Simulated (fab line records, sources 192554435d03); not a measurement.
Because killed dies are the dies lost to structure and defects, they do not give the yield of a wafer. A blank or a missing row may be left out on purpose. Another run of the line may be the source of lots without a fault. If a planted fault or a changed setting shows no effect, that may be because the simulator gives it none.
Matching of chambers | flow n5Finfet | rieDiel-04 running N5_BEOL_M0_CUTY_ETCH_62: 4 sister chambers
The step etches SiARC in CF4, time 58.5 s. 4 wafers are shown with their chamber, then 9 later ones without.

== WAFERS WITH THEIR CHAMBER ==
wafer  | chamber | showerheadPlenumPTorr (Torr)
L077.4 | 2       | 2.21
L079.3 | 0       | 2.19
L080.2 | 3       | 2.19
L080.5 | 1       | 2.03

== WAFERS WITH NO CHAMBER GIVEN ==
wafer  | showerheadPlenumPTorr (Torr)
L083.2 | 2.21
L083.5 | 2.21
L083.6 | 2.19
L092.2 | 2.18
L092.4 | 2.27
L092.6 | 2.18
L095.1 | 2.27
L095.2 | 2.18
L095.5 | 2.20

== WHICH CHAMBER EACH WENT THROUGH ==
wafer  | from the rows above          | in truth
L083.2 | can't be placed: 2 or 0 or 3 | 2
L083.5 | can't be placed: 2 or 0 or 3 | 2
L083.6 | can't be placed: 0 or 3 or 2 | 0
L092.2 | can't be placed: 0 or 3 or 2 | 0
L092.4 | can't be placed: 2 or 0 or 3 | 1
L092.6 | can't be placed: 0 or 3 or 2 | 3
L095.1 | can't be placed: 2 or 0 or 3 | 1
L095.2 | can't be placed: 0 or 3 or 2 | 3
L095.5 | can't be placed: 2 or 0 or 3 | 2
Placed correctly: 0 of 9. These rows do not allow placing 9 (true chamber among the candidates in 7). Placed wrongly: 0.
How it was worked out, from the rows above alone: a wafer's distance from a chamber is the root of the sum, over the readings, of the square of ((its reading less the chamber's mean) divided by the reading's scatter). The wafer belongs to the nearest chamber; if the next one is less than 2 further off, it can't be placed. A chamber's mean is the mean of its shown wafers. The scatter: with one shown wafer a chamber, the root of the mean of the squares of how far each hidden wafer lies from its nearest shown one.
